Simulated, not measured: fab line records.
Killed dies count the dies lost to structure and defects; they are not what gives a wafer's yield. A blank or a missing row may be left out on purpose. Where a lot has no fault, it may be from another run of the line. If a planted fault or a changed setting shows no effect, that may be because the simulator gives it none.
A lot that was struck, set against a sound lot -- flow nand_harc -- 15 steps out of a route of 1159
Sound: the wafers L561.3, L561.5, L561.6. Struck: wafer L569.6 (left out: L569.3, L569.5 of the same lot, which were not struck); the cause appears at the end.
At each step with rows: each side's tool, then ch and its chambers, then its first start. Under that, the readings that differ: sound wafers -- struck wafers -- difference of the means -- sigmas: that difference in standard deviations of wafers without a fault.
alike: words and numbers the same on both sides, and readings whose means are apart by under 2 such deviations; not compared: readings that were withheld, readings missing a value for some wafer, numbers with overlapping values and no deviation given by the record, and bounds like >300 which may hide the same value.
A row with sigmas, a row that says differs or no value, or rows on one side alone: a step with any of these is where the two part. When numbers do not overlap yet have no deviation, they are printed without sigmas and do not part them. A reading missing from all wafers of one side parts the sides only when that side holds two or more wafers.

first, 8 steps without rows for these wafers: NHARC_P_M2_HMDS_02 (time 30 s); NHARC_P_M2_COAT_34 (time 65 s); NHARC_P_M2_COAT_03 (resist thk 90 nm); NHARC_P_M2_SOFTBAKE_04 (time 55 s); NHARC_P_M2_EBR_05; NHARC_P_M2_EXPOSE_06 (exposes mask P M2, target cd 170 nm); NHARC_P_M2_PEB_07 (peb time 65 s); NHARC_P_M2_DEVELOP_08 (develop time 35 s).
NHARC_P_M2_CD_MEAS_09: target cd 170 nm.
  sound on cd_sem-02 ch 0, day 8 05:10; struck on cd_sem-02 ch 0, day 10 09:14
  alike: cd_nm
NHARC_P_M2_OVL_MEAS_10: pitch 340 nm.
  sound: overlay-01 at day 8 05:15; struck: overlay-02 at day 10 09:19
  alike: overlay_x_nm, overlay_y_nm
NHARC_P_M2_INSPECT_11:
  sound: defect_inspect-02 at day 8 05:17; struck: defect_inspect-01 at day 10 09:22
  alike: raw_defect_count
NHARC_P_M2_DESCUM_14: chemistry O2, time 3 s.
  sound on rie_diel-03 ch 0,3, day 8 05:21; struck on rie_diel-03 ch 1, day 10 09:26
  alike: drypump_motor_current_A, oes_product_au, rf_vpp_V, showerhead_plenum_p_Torr, throttle_valve_pct
  not compared: rf_hours_counter_h
NHARC_P_M2_ETCH_35: etches the open film in N2/H2, target depth 40 nm, overetch 12 nm, time 43.94 s.
  sound on rie_diel-03 ch 0,1, day 8 05:26; struck on rie_diel-03 ch 1, day 10 09:31
reading,sound,struck,difference,sigmas
run_length_s (s),65.2 65.1 64.9,53.9,-11.2,-32
  alike: drypump_motor_current_A, oes_product_au, rf_vpp_V, showerhead_plenum_p_Torr, throttle_valve_pct
  not compared: rf_fwd_power_W, rf_hours_counter_h
NHARC_P_M2_ETCH_15: etches the open film in C4F8/Ar, target depth 182.5 nm, time 91.2 s.
  sound on rie_diel-03 ch 1,2; struck on rie_diel-03 ch 3
reading,sound,struck,difference,sigmas
oes_product_au (a.u.),0.948 0.934 0.944,0.988,+0.046,+2
  alike: rf_fwd_power_W, rf_vpp_V, run_length_s
  not compared: rf_hours_counter_h
-- break in the record here, with 15 days between the starts of the struck wafers on either side (left off in module P_M2, picked up again in module END, where the first step shown is number 1159 on the route) --
NHARC_END_SORT_01:
  sound on prober-02 ch 0, day 24 02:00; struck on prober-02 ch 0, day 25 03:47
  alike: defect_limited_yield, killed_at_array, killed_at_other, killed_at_periphery, killed_dies, killed_open, killed_short, sort_bin_2_pct, sort_bin_3_pct, sort_bin_4_pct, sort_n_pass, sort_rim_yield_pct, sort_yield_pct

## WHERE THEY PART
At NHARC_P_M2_ETCH_35 first; at NHARC_P_M2_ETCH_15 last (within this record only). Later steps at which nothing parts them and some readings are alike: NHARC_END_SORT_01.

WHY: what had been put in by the simulator
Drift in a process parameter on rie_diel-03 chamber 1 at NHARC_P_M2_ETCH_35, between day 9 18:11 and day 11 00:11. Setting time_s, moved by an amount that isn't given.
